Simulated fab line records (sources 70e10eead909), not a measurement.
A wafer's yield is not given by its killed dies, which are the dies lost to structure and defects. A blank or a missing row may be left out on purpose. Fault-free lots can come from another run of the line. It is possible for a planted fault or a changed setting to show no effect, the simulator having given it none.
Which tool is to blame?	flow nand harc	69 wafers from 23 lots sampled at 6 of the route's 1302 steps

## WHAT THE GAUGES READ, wafer by wafer
Not one reading of a measure or inspect step in the record can be checked against a usual standard deviation.

## WHAT TOOL EACH LOT RAN ON (gives the tool, then ch and the chambers of the sampled wafers, and finally the start)
lot	NHARC_A_STAIRCASE_ETCH_19	NHARC_A_STAIRCASE_TRIM_22	NHARC_A_STAIRCASE_TRIM_24	NHARC_A_STAIRCASE_ETCH_197	NHARC_A_STAIRCASE_TRIM_220	NHARC_A_STAIRCASE_TRIM_222
L074	rie diel-04 ch 0,1,3, day 16 05:30 or earlier	rie diel-01 ch 0,1,3, day 16 05:30 or earlier	rie diel-01 ch 0,2,3, day 16 05:30 or earlier	rie diel-01 ch 1,2,3, day 16 05:30 or earlier	rie diel-01 ch 0,1,3, day 16 05:30	rie diel-01 ch 0,1,3, no start
L075	rie diel-06 ch 0,1,2, day 16 11:18 or earlier	rie diel-04 ch 0,2,3, day 16 11:18 or earlier	rie diel-04 ch 0,1,3, day 16 11:18 or earlier	rie diel-06 ch 0,1,3, day 16 11:18 or earlier	rie diel-06 ch 1,2,3, day 16 11:18	rie diel-06 ch 1,2,3, no start
L076	rie diel-01 ch 0,1,3, day 16 12:20 or earlier	rie diel-04 ch 0,2,3, day 16 12:20 or earlier	rie diel-04 ch 0,1,2, day 16 12:20 or earlier	rie diel-04 ch 0,1,2, day 16 12:20 or earlier	rie diel-01 ch 0,2,3, day 16 12:20	rie diel-01 ch 0,1, no start
L077	rie diel-06 ch 0,1,3, day 17 02:28 or earlier	rie diel-04 ch 0,1,3, day 17 02:28 or earlier	rie diel-04 ch 0,2,3, day 17 02:28 or earlier	rie diel-04 ch 0,1,3, day 17 02:28 or earlier	rie diel-06 ch 0,2,3, day 17 02:28	rie diel-06 ch 0,2,3, no start
L078	rie diel-01 ch 2,3, day 17 17:07 or earlier	rie diel-01 ch 1,2, day 17 17:07 or earlier	rie diel-01 ch 1,2,3, day 17 17:07 or earlier	rie diel-06 ch 0,2,3, day 17 17:07 or earlier	rie diel-04 ch 1,3, day 17 17:07	rie diel-04 ch 0,2, no start
L079	rie diel-04 ch 2,3, day 18 03:02 or earlier	rie diel-01 ch 0,2,3, day 18 03:02 or earlier	rie diel-01 ch 0,1,2, day 18 03:02 or earlier	rie diel-04 ch 0,3, day 18 03:02 or earlier	rie diel-04 ch 1,2, day 18 03:02	rie diel-04 ch 0,2,3, no start
L080	rie diel-04 ch 0,2,3, day 18 11:02 or earlier	rie diel-01 ch 1,2,3, day 18 11:02 or earlier	rie diel-01 ch 2,3, day 18 11:02 or earlier	rie diel-01 ch 1,2,3, day 18 11:02 or earlier	rie diel-01 ch 0,1,3, day 18 11:02	rie diel-01 ch 0,1,2, no start
L082	rie diel-01 ch 0,1, day 19 00:53 or earlier	rie diel-04 ch 0,1,2, day 19 00:53 or earlier	rie diel-04 ch 0,1, day 19 00:53 or earlier	rie diel-01 ch 1,2, day 19 00:53 or earlier	rie diel-06 ch 2,3, day 19 00:53	rie diel-06 ch 0,1,3, no start
L081	rie diel-06 ch 1,2,3, day 19 02:00 or earlier	rie diel-01 ch 0,2,3, day 19 02:00 or earlier	rie diel-01 ch 0,1, day 19 02:00 or earlier	rie diel-04 ch 0,1,2, day 19 02:00 or earlier	rie diel-01 ch 0,1,3, day 19 02:00	rie diel-01 ch 0,1,2, no start
L085	rie diel-01 ch 0,1,2, day 20 05:30 or earlier	rie diel-04 ch 0,1,2, day 20 05:30 or earlier	rie diel-04 ch 0,2,3, day 20 05:30 or earlier	rie diel-06 ch 0,2,3, day 20 05:30 or earlier	rie diel-04 ch 1,2,3, day 20 05:30	rie diel-04 ch 1,2,3, no start
L084	rie diel-06 ch 2,3, day 20 08:12 or earlier	rie diel-04 ch 0,3, day 20 08:12 or earlier	rie diel-04 ch 2,3, day 20 08:12 or earlier	rie diel-01 ch 0,1,2, day 20 08:12 or earlier	rie diel-01 ch 0,1,2, day 20 08:12	rie diel-01 ch 0,1, no start
L083	rie diel-06 ch 1,2,3, day 20 08:39 or earlier	rie diel-01 ch 1,2, day 20 08:39 or earlier	rie diel-01 ch 1,3, day 20 08:39 or earlier	rie diel-06 ch 1,2, day 20 08:39 or earlier	rie diel-06 ch 0,1, day 20 08:39	rie diel-06 ch 0,1,2, no start
L086	rie diel-06 ch 0,1,2, day 21 13:16 or earlier	rie diel-04 ch 0,2,3, day 21 13:16 or earlier	rie diel-04 ch 0,1,2, day 21 13:16 or earlier	rie diel-04 ch 1,3, day 21 13:16 or earlier	rie diel-04 ch 0,1,3, day 21 13:16	rie diel-04 ch 0,2, no start
L087	rie diel-01 ch 0,1,3, day 21 14:58 or earlier	rie diel-01 ch 0,2,3, day 21 14:58 or earlier	rie diel-01 ch 0,2,3, day 21 14:58 or earlier	rie diel-01 ch 0,1,3, day 21 14:58 or earlier	rie diel-06 ch 0,2,3, day 21 14:58	rie diel-06 ch 0,1,3, no start
L089	rie diel-04 ch 0,1,2, day 22 01:16 or earlier	rie diel-06 ch 0,2,3, day 22 01:16 or earlier	rie diel-06 ch 0,2,3, day 22 01:16 or earlier	rie diel-06 ch 0,2,3, day 22 01:16 or earlier	rie diel-06 ch 0,2,3, day 22 01:16	rie diel-06 ch 0,1,2, no start
L090	rie diel-06 ch 1,2,3, day 22 13:38 or earlier	rie diel-01 ch 0,2, day 22 13:38 or earlier	rie diel-01 ch 0,3, day 22 13:38 or earlier	rie diel-06 ch 0,1,2, day 22 13:38 or earlier	rie diel-06 ch 0,1,2, day 22 13:38	rie diel-06 ch 1,2,3, no start
L091	rie diel-01 ch 1,2,3, day 23 10:22 or earlier	rie diel-01 ch 0,1,2, day 23 10:22 or earlier	rie diel-01 ch 0,2,3, day 23 10:22 or earlier	rie diel-06 ch 0,1,2, day 23 10:22 or earlier	rie diel-06 ch 0,1,2, day 23 10:22	rie diel-06 ch 0,1,2, no start
L092	rie diel-06 ch 0,1, day 23 17:57 or earlier	rie diel-01 ch 1,2, day 23 17:57 or earlier	rie diel-01 ch 0,2,3, day 23 17:57 or earlier	rie diel-06 ch 0,1, day 23 17:57 or earlier	rie diel-06 ch 0,1, day 23 17:57	rie diel-06 ch 1,2, no start
L093	rie diel-06 ch 0,2, day 23 20:46 or earlier	rie diel-04 ch 0,3, day 23 20:46 or earlier	rie diel-04 ch 1,3, day 23 20:46 or earlier	rie diel-01 ch 0,2, day 23 20:46 or earlier	rie diel-01 ch 2,3, day 23 20:46	rie diel-01 ch 0,2, no start
L094	rie diel-04 ch 1,2, day 24 14:50 or earlier	rie diel-04 ch 1,3, day 24 14:50 or earlier	rie diel-04 ch 0,1,2, day 24 14:50 or earlier	rie diel-04 ch 0,1,3, day 24 14:50 or earlier	rie diel-04 ch 0,1,2, day 24 14:50	rie diel-04 ch 0,2,3, no start
L095	rie diel-04 ch 0,2,3, day 25 05:04 or earlier	rie diel-01 ch 0,1,3, day 25 05:04 or earlier	rie diel-01 ch 0,2, day 25 05:04 or earlier	rie diel-04 ch 1,2,3, day 25 05:04 or earlier	rie diel-01 ch 0,2, day 25 05:04	rie diel-01 ch 0,3, no start
L096	rie diel-06 ch 0,1,2, day 25 05:18 or earlier	rie diel-04 ch 0,1,3, day 25 05:18 or earlier	rie diel-04 ch 0,1,2, day 25 05:18 or earlier	rie diel-01 ch 2,3, day 25 05:18 or earlier	rie diel-04 ch 1,3, day 25 05:18	rie diel-04 ch 0,3, no start
L097	rie diel-04 ch 0,1,2, day 25 12:18 or earlier	rie diel-06 ch 1,2,3, day 25 12:18 or earlier	rie diel-06 ch 1,3, day 25 12:18 or earlier	rie diel-06 ch 2,3, day 25 12:18 or earlier	rie diel-06 ch 0,3, day 25 12:18	rie diel-06 ch 0,1, no start
- NHARC_A_STAIRCASE_ETCH_19: etches the open film in C4F8/O2, target depth 100 nm, time 40.5 s.
- NHARC_A_STAIRCASE_TRIM_22: chemistry O2, time 211.2 s.
- NHARC_A_STAIRCASE_TRIM_24: chemistry O2, time 211.2 s.
- NHARC_A_STAIRCASE_ETCH_197: etches the open film in C4F8/O2, target depth 100 nm, time 40.5 s.
- NHARC_A_STAIRCASE_TRIM_220: chemistry O2, time 211.2 s.
- NHARC_A_STAIRCASE_TRIM_222: chemistry O2, time 211.2 s.

## AS READ BY THE TOOLS THEMSELVES (means over the sampled wafers that have a number; for cases with no such wafer, the mark the record gives instead)
NHARC_A_STAIRCASE_ETCH_19. Usual: oes product au 0.943 a.u., standard deviation 0.0091; rf vpp V 898 V, standard deviation 5.8.
lot	tool	oes product au (a.u.)	rf vpp V (V)	flag
L074	rie diel-04	0.942	888	
L075	rie diel-06	0.945	900	
L076	rie diel-01	0.935	896	
L077	rie diel-06	0.942	901	
L078	rie diel-01	0.943	905	
L079	rie diel-04	0.934	900	
L080	rie diel-04	0.924	898	
L082	rie diel-01	0.946	892	
L081	rie diel-06	0.937	902	
L085	rie diel-01	0.946	896	
L084	rie diel-06	0.944	901	
L083	rie diel-06	0.948	902	
L086	rie diel-06	0.939	900	
L087	rie diel-01	0.950	895	
L089	rie diel-04	0.945	894	
L090	rie diel-06	0.947	902	
L091	rie diel-01	0.952	901	
L092	rie diel-06	0.942	902	
L093	rie diel-06	0.944	897	
L094	rie diel-04	0.937	893	
L095	rie diel-04	0.944	897	
L096	rie diel-06	0.944	898	
L097	rie diel-04	0.944	893	

NHARC_A_STAIRCASE_TRIM_22. Usual: drypump motor current A 6.0 A, standard deviation 0.36; oes product au 1.003 a.u., standard deviation 0.0056; rf vpp V 57.8 V, standard deviation 0.91; showerhead plenum p Torr 3.58 Torr, standard deviation 0.18; throttle valve pct 17.036 %, standard deviation 0.0089.
lot	tool	drypump motor current A (A)	oes product au (a.u.)	rf vpp V (V)	showerhead plenum p Torr (Torr)	throttle valve pct (%)	flag
L074	rie diel-01	5.6	0.998	57.3	3.55	17.033	
L075	rie diel-04	6.0	1.005	57.8	3.60	17.039	
L076	rie diel-04	6.0	1.002	57.7	3.60	17.035	
L077	rie diel-04	6.0	1.004	57.7	3.54	17.036	
L078	rie diel-01	5.9	1.010	57.3	3.69	17.039	
L079	rie diel-01	5.9	1.006	57.9	3.66	17.037	
L080	rie diel-01	5.8	1.005	57.6	3.67	17.028	
L082	rie diel-04	6.3	1.001	57.4	3.47	17.037	
L081	rie diel-01	5.9	1.004	58.5	3.66	17.035	
L085	rie diel-04	6.3	0.997	57.7	3.46	17.038	
L084	rie diel-04	5.7	0.999	58.1	3.65	17.037	
L083	rie diel-01	5.6	1.003	59.1	3.56	17.041	
L086	rie diel-04	6.0	0.999	58.6	3.59	17.038	
L087	rie diel-01	5.9	1.003	58.7	3.65	17.044	
L089	rie diel-06	6.3	0.995	57.6	3.59	17.040	
L090	rie diel-01	6.0	1.003	57.9	3.65	17.027	
L091	rie diel-01	5.7	1.006	57.8	3.53	17.044	
L092	rie diel-01	5.6	1.001	58.2	3.54	17.036	
L093	rie diel-04	6.0	1.006	57.8	3.49	17.037	
L094	rie diel-04	5.7	1.004	57.4	3.65	17.032	
L095	rie diel-01	5.7	1.007	57.0	3.51	17.034	
L096	rie diel-04	6.0	1.003	57.4	3.50	17.039	
L097	rie diel-06	6.5	1.004	57.5	3.68	17.038	

NHARC_A_STAIRCASE_TRIM_24. Usual: drypump motor current A 6.0 A, standard deviation 0.35; oes product au 1.002 a.u., standard deviation 0.0073; rf vpp V 57.9 V, standard deviation 0.94; showerhead plenum p Torr 3.59 Torr, standard deviation 0.18; throttle valve pct 17.036 %, standard deviation 0.0093.
lot	tool	drypump motor current A (A)	oes product au (a.u.)	rf vpp V (V)	showerhead plenum p Torr (Torr)	throttle valve pct (%)	flag
L074	rie diel-01	5.9	1.006	56.8	3.49	17.037	
L075	rie diel-04	6.0	0.999	57.6	3.54	17.045	
L076	rie diel-04	6.3	0.995	58.2	3.48	17.032	
L077	rie diel-04	6.0	0.994	57.7	3.60	17.035	
L078	rie diel-01	5.8	1.009	58.8	3.68	17.032	
L079	rie diel-01	5.7	1.000	57.9	3.55	17.035	
L080	rie diel-01	6.0	0.999	58.4	3.79	17.039	
L082	rie diel-04	6.2	1.004	57.5	3.38	17.025	
L081	rie diel-01	5.5	1.012	57.5	3.43	17.036	
L085	rie diel-04	6.0	1.001	58.0	3.59	17.037	
L084	rie diel-04	6.0	0.998	58.3	3.67	17.022	
L083	rie diel-01	5.7	0.993	57.8	3.65	17.047	
L086	rie diel-04	6.3	1.001	57.9	3.46	17.025	
L087	rie diel-01	5.9	0.998	58.0	3.65	17.048	
L089	rie diel-06	6.3	1.003	58.8	3.59	17.036	
L090	rie diel-01	5.8	0.999	57.6	3.63	17.045	
L091	rie diel-01	5.9	1.013	57.9	3.64	17.036	
L092	rie diel-01	5.9	1.010	57.6	3.63	17.038	
L093	rie diel-04	6.0	0.998	57.5	3.53	17.048	
L094	rie diel-04	6.3	1.006	56.9	3.44	17.030	
L095	rie diel-01	5.8	1.000	57.6	3.50	17.044	
L096	rie diel-04	6.3	0.998	56.9	3.44	17.028	
L097	rie diel-06	6.5	0.997	58.6	3.72	17.033	

NHARC_A_STAIRCASE_ETCH_197. Usual: oes product au 0.946 a.u., standard deviation 0.016; rf vpp V 898 V, standard deviation 5.9.
lot	tool	oes product au (a.u.)	rf vpp V (V)	flag
L074	rie diel-01	0.933	895	
L075	rie diel-06	0.940	901	
L076	rie diel-04	0.942	894	
L077	rie diel-04	0.943	896	
L078	rie diel-06	0.937	899	
L079	rie diel-04	0.943	896	
L080	rie diel-01	0.922	901	
L082	rie diel-01	0.948	902	
L081	rie diel-04	0.970	894	
L085	rie diel-06	0.943	898	
L084	rie diel-01	0.952	896	
L083	rie diel-06	0.983	901	
L086	rie diel-04	0.929	900	
L087	rie diel-01	0.946	895	
L089	rie diel-06	0.948	898	
L090	rie diel-06	0.980	899	
L091	rie diel-06	0.939	899	
L092	rie diel-06	0.929	901	
L093	rie diel-01	0.946	900	
L094	rie diel-04	0.945	895	
L095	rie diel-04	0.944	899	
L096	rie diel-01	0.958	904	
L097	rie diel-06	0.944	901	

NHARC_A_STAIRCASE_TRIM_220. Usual: drypump motor current A 6.1 A, standard deviation 0.35; oes product au 1.001 a.u., standard deviation 0.0067; rf vpp V 57.9 V, standard deviation 0.83; showerhead plenum p Torr 3.59 Torr, standard deviation 0.16; throttle valve pct 17.037 %, standard deviation 0.0088.
lot	tool	drypump motor current A (A)	oes product au (a.u.)	rf vpp V (V)	showerhead plenum p Torr (Torr)	throttle valve pct (%)	flag
L074	rie diel-01	5.7	0.997	57.8	3.55	17.033	
L075	rie diel-06	6.5	0.999	58.2	3.71	17.042	
L076	rie diel-01	5.9	0.999	57.9	3.49	17.038	
L077	rie diel-06	6.3	1.000	58.3	3.61	17.036	
L078	rie diel-04	5.8	0.999	58.4	3.67	17.038	
L079	rie diel-04	6.3	1.002	57.9	3.55	17.040	
L080	rie diel-01	5.6	1.000	57.3	3.54	17.027	
L082	rie diel-06	6.5	1.010	58.3	3.68	17.045	
L081	rie diel-01	5.7	0.998	58.0	3.54	17.039	
L085	rie diel-04	6.0	0.991	58.1	3.60	17.032	
L084	rie diel-01	5.7	1.001	57.3	3.54	17.039	
L083	rie diel-06	6.2	1.004	58.1	3.59	17.041	
L086	rie diel-04	6.0	0.999	58.4	3.52	17.036	
L087	rie diel-06	6.3	1.000	58.0	3.60	17.036	
L089	rie diel-06	6.3	0.997	58.6	3.59	17.041	
L090	rie diel-06	6.3	1.000	58.5	3.61	17.042	
L091	rie diel-06	6.3	0.999	58.0	3.61	17.040	
L092	rie diel-06	6.1	0.997	57.6	3.58	17.037	
L093	rie diel-01	6.1	1.001	58.6	3.76	17.038	
L094	rie diel-04	6.3	1.003	58.1	3.44	17.039	
L095	rie diel-01	5.8	1.008	58.1	3.50	17.025	
L096	rie diel-04	5.8	1.007	57.5	3.64	17.034	
L097	rie diel-06	6.2	1.004	57.7	3.55	17.040	

NHARC_A_STAIRCASE_TRIM_222. Usual: drypump motor current A 6.1 A, standard deviation 0.37; oes product au 1.001 a.u., standard deviation 0.0077; rf vpp V 57.8 V, standard deviation 0.96; showerhead plenum p Torr 3.59 Torr, standard deviation 0.16; throttle valve pct 17.036 %, standard deviation 0.0089.
lot	tool	drypump motor current A (A)	oes product au (a.u.)	rf vpp V (V)	showerhead plenum p Torr (Torr)	throttle valve pct (%)	flag
L074	rie diel-01	5.7	0.988	57.8	3.55	17.035	
L075	rie diel-06	6.4	1.000	58.4	3.71	17.034	
L076	rie diel-01	5.6	0.994	56.9	3.42	17.033	
L077	rie diel-06	6.3	0.999	57.0	3.61	17.054	
L078	rie diel-04	6.2	0.995	57.6	3.45	17.030	
L079	rie diel-04	6.0	0.995	58.2	3.60	17.040	
L080	rie diel-01	5.7	0.995	58.0	3.55	17.037	
L082	rie diel-06	6.3	1.005	58.4	3.67	17.039	
L081	rie diel-01	5.7	1.007	57.7	3.55	17.037	
L085	rie diel-04	6.0	1.000	58.8	3.60	17.034	
L084	rie diel-01	5.5	0.998	57.3	3.42	17.037	
L083	rie diel-06	6.3	1.001	57.5	3.62	17.041	
L086	rie diel-04	6.3	1.005	57.2	3.52	17.038	
L087	rie diel-06	6.3	1.000	59.0	3.66	17.033	
L089	rie diel-06	6.3	1.005	57.3	3.61	17.034	
L090	rie diel-06	6.5	0.999	57.2	3.69	17.038	
L091	rie diel-06	6.3	1.003	57.7	3.61	17.039	
L092	rie diel-06	6.5	0.999	57.1	3.64	17.027	
L093	rie diel-01	5.8	1.013	57.3	3.51	17.034	
L094	rie diel-04	6.0	0.999	57.8	3.57	17.026	
L095	rie diel-01	5.8	0.997	57.3	3.49	17.032	
L096	rie diel-04	5.7	1.011	58.0	3.63	17.039	
L097	rie diel-06	6.1	1.002	57.0	3.57	17.034	

## THE ANSWER, worked out from the rows above alone
Rule: a lot counts as off when the mean over its wafers that have a number is more than 3 standard deviations away from the usual mean. A lot without any number at a reading at which 4 lots or more have one is off too. Where the step has rows for the other lots, those lots are counted as sound. First the gauges in route order, then the tools' own readings, where a lot's mean is used as printed above. The first step at which some lot is off is used, and at that step the reading that is off furthest; a lot without a number counts as furthest.
No lot is off at any reading shown: from this, nothing can be told.

## WHAT THE SIMULATOR HAD PUT IN
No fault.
